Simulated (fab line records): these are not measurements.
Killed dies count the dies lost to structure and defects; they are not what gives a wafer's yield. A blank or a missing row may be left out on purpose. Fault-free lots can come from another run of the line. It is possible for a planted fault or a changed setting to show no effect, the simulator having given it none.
Which tool did it? | flow nand_harc | Sampling: 6 lots, 18 wafers, 2 of 1302 route steps

## WHAT THE GAUGES READ, wafer by wafer
NHARC_A_ONON_D1_THK_MEAS_14: measures by ellipsometry.
lot  | measured     | on            | thk_nm (nm)
L531 | day 8 20:06  | film_metro-01 | 1009 1008 1008
L536 | day 11 03:07 | film_metro-02 | 1710 1710 1710
L543 | day 14 04:53 | film_metro-02 | 998 999 1001
L545 | day 14 15:44 | film_metro-02 | 986 986 986
L546 | day 15 08:26 | film_metro-01 | 1008 1011 1009
L548 | day 16 06:35 | film_metro-02 | 1000 1000 999

## WHAT TOOL EACH LOT RAN ON (gives the tool, then ch and the chambers of the sampled wafers, and finally the start)
lot  | NHARC_A_ONON_D1_DEP_12
L531 | pecvd_onon-03 ch 0, day 8 19:35
L536 | pecvd_onon-04 ch 0, day 11 02:39
L543 | pecvd_onon-01 ch 0, day 14 04:26
L545 | pecvd_onon-04 ch 0, day 14 15:14
L546 | pecvd_onon-03 ch 0, day 15 07:55
L548 | pecvd_onon-04 ch 0, day 16 06:08
- NHARC_A_ONON_D1_DEP_12: target thk 1000 nm.

## THE ANSWER, worked out from the rows above alone
Rule: what is usual is taken from the lots themselves. Put in order of their means at a reading, lots are off if they are a third of the lots or fewer, leave a main group of 4 or more, and stand apart from it by a gap of 3 or more times the standard deviation of the main group's means; of several such gaps the widest counts. If all means in a main group match to the digits the tables above print for the reading, that group is not used. A lot without any number at a reading at which 4 lots or more have one is off too. The other lots that the step has rows for count as sound.
Off: L536 (NHARC_A_ONON_D1_THK_MEAS_14, thk_nm). For the main group the mean is 1001 nm and the standard deviation 8.4.
If a tool, at a process step before that reading, ran all the lots that are off and no sound lot after the first of them, it fits. Gauges at NHARC_A_ONON_D1_THK_MEAS_14: tried the same way as those tools. No candidate that was tried fits.

## WHAT WAS PUT IN BY THE SIMULATOR
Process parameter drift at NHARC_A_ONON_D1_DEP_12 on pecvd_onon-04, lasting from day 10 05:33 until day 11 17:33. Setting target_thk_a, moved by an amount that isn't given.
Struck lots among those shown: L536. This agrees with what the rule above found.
